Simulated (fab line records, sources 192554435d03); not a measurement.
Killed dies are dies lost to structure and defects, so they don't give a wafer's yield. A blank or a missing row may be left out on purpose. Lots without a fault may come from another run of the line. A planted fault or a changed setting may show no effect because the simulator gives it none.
Problem report in the 8D (eight disciplines) form, filled by code | flow n5_finfet | the parts of the form that need people (team, actions taken, sign-off) are left out

1. THE PROBLEM
susceptor_temp_C at N5_FIN_SAQP_SPACER1_ALD_24 reads a mean of 311.67 C on 6 wafers of 2 lots; wafers without a fault read 300.02 C with a standard deviation of 0.19. That is +61 standard deviations from the usual mean.
The step: deposits SiO2, target thk 20.3 nm, pulse time 1 s, purge time 2 s.
First seen on wafer L797.2, day 5 23:11, on ald_sin-01. The record holds 30 wafers of 10 lots with a number at this step. Rule for "out", or "out of limits": more than 4 standard deviations from the usual mean. The other wafers with a number count as sound.

2. WHAT IT IS AND WHAT IT IS NOT
question                    | is                     | is not
which readings at this step | susceptor_temp_C       | precursor_pulse_height_rel
which lots                  | L797, L800             | L782, L785, L786, L790, L792, L798, L802, L803
which wafers of those lots  | all that have a number | -
read on which tools         | ald_sin-01             | ald_sin-03, ald_sin-04
when                        | from day 5 23:11       | up to then (15 sound wafers); but 9 sound wafers of L798, L802, L803 came after

3. SUSPECTS, AND WHAT RULES EACH OUT
Counting: a tool at a process step up to the reading stays a suspect if it ran every lot that is out and no sound lot after the first of them.
- pecvd-02 at N5_FIN_SAQP_HM_DEP_72 (deposits SiO2 from SiH4/N2O, target thk 12 nm, time 7.2 s): ruled out as a lasting fault. Sound lots L803 ran on it after its first lot that is out, L797 (day 5 21:19).
- ald_sin-01 at N5_FIN_SAQP_SPACER1_ALD_24 (deposits SiO2, target thk 20.3 nm, pulse time 1 s, purge time 2 s): kept. It ran every lot that is out, first L797 (day 5 23:11), and no sound lot after that; its last sound lot up to then is L792 (day 4 18:02). Its own readings are out on those wafers: susceptor_temp_C.
Left after counting: ald_sin-01 at N5_FIN_SAQP_SPACER1_ALD_24.

4. THE CAUSE (what the simulator had put in)
Process parameter drift: ald_sin-01, from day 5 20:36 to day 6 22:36, at N5_FIN_SAQP_SPACER1_ALD_24. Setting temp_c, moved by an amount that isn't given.
Counting left only this tool.

5. THE CHAIN OF EFFECTS, in route order
Each row: a reading whose mean over the struck wafers that have a number lies more than 3 standard deviations from the usual. Only readings for which the record gives a usual standard deviation are gone through. hours: the time from each lot's start at the first step in this table that gives one to its start at this step, as a median over the lots. sigmas: the change in usual standard deviations.
hours | step                       | reading          | usual    | on struck wafers | change | sigmas
0     | N5_FIN_SAQP_SPACER1_ALD_24 | susceptor_temp_C | 300.02 C | 311.67           | +11.65 | +61
The process steps in it:
- N5_FIN_SAQP_SPACER1_ALD_24: deposits SiO2, target thk 20.3 nm, pulse time 1 s, purge time 2 s.
Later measuring or inspecting steps at which every struck wafer that the step has a row for has a number for every such reading, and none has moved that far: N5_FIN_SAQP_CD_MEAS_27, N5_BEOL_M4_RC_MEAS_101.

6. WHAT WOULD HAVE CAUGHT IT SOONER
In this record the first reading out of limits was taken at day 5 23:11, 3 hours after the fault began at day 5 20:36.
